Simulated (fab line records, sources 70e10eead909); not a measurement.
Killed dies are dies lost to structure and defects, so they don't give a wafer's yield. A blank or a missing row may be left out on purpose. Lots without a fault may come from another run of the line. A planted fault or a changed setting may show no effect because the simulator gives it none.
Chamber matching | flow nand_harc | NHARC_A_STAIRCASE_DEP_471 on pecvd-04: 3 sister chambers
The step deposits SiO2, target thk 100 nm. 6 wafers are shown with their chamber, then 10 later ones without.

WAFERS WITH THEIR CHAMBER
wafer  | chamber | throttle_valve_pct (%) | heater_power_outer_w (W)
L085.2 | 0       | 17.1                   | 326
L085.6 | 0       | 16.7                   | 339
L085.4 | 1       | 16.9                   | 349
L085.5 | 2       | 16.0                   | 417
L089.1 | 2       | 16.1                   | 419
L089.2 | 1       | 16.7                   | 331

WAFERS WITHOUT THEIR CHAMBER
wafer  | throttle_valve_pct (%) | heater_power_outer_w (W)
L089.4 | 17.1                   | 294
L089.3 | 17.0                   | 295
L089.5 | 16.3                   | 428
L089.6 | 16.5                   | 340
L090.3 | 16.7                   | 363
L090.4 | 16.6                   | 360
L090.5 | 16.2                   | 383
L096.1 | 17.3                   | 212
L096.2 | 16.6                   | 294
L096.5 | 17.3                   | 216

WHICH CHAMBER EACH WENT THROUGH
wafer  | from the rows above     | in truth
L089.4 | can't be placed: 0 or 1 | 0
L089.3 | can't be placed: 0 or 1 | 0
L089.5 | 2                       | 2
L089.6 | can't be placed: 1 or 0 | 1
L090.3 | can't be placed: 1 or 0 | 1
L090.4 | can't be placed: 1 or 0 | 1
L090.5 | can't be placed: 2 or 1 | 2
L096.1 | can't be placed: 0 or 1 | 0
L096.2 | can't be placed: 0 or 1 | 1
L096.5 | can't be placed: 0 or 1 | 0
Placed correctly: 1 of 10. Can't be placed from these rows: 9 (the true chamber is among the candidates in 9). Placed wrongly: 0.
How it was worked out, from the rows above alone: a wafer's distance from a chamber is the root of the sum, over the readings, of the square of ((its reading less the chamber's mean) divided by the reading's scatter). The wafer belongs to the nearest chamber; if the next one is less than 2 further off, it can't be placed. A chamber's mean is the mean of its shown wafers. The scatter: the root of (the sum of the squares of (reading less its chamber's mean) over the shown wafers, divided by (wafers less chambers)).
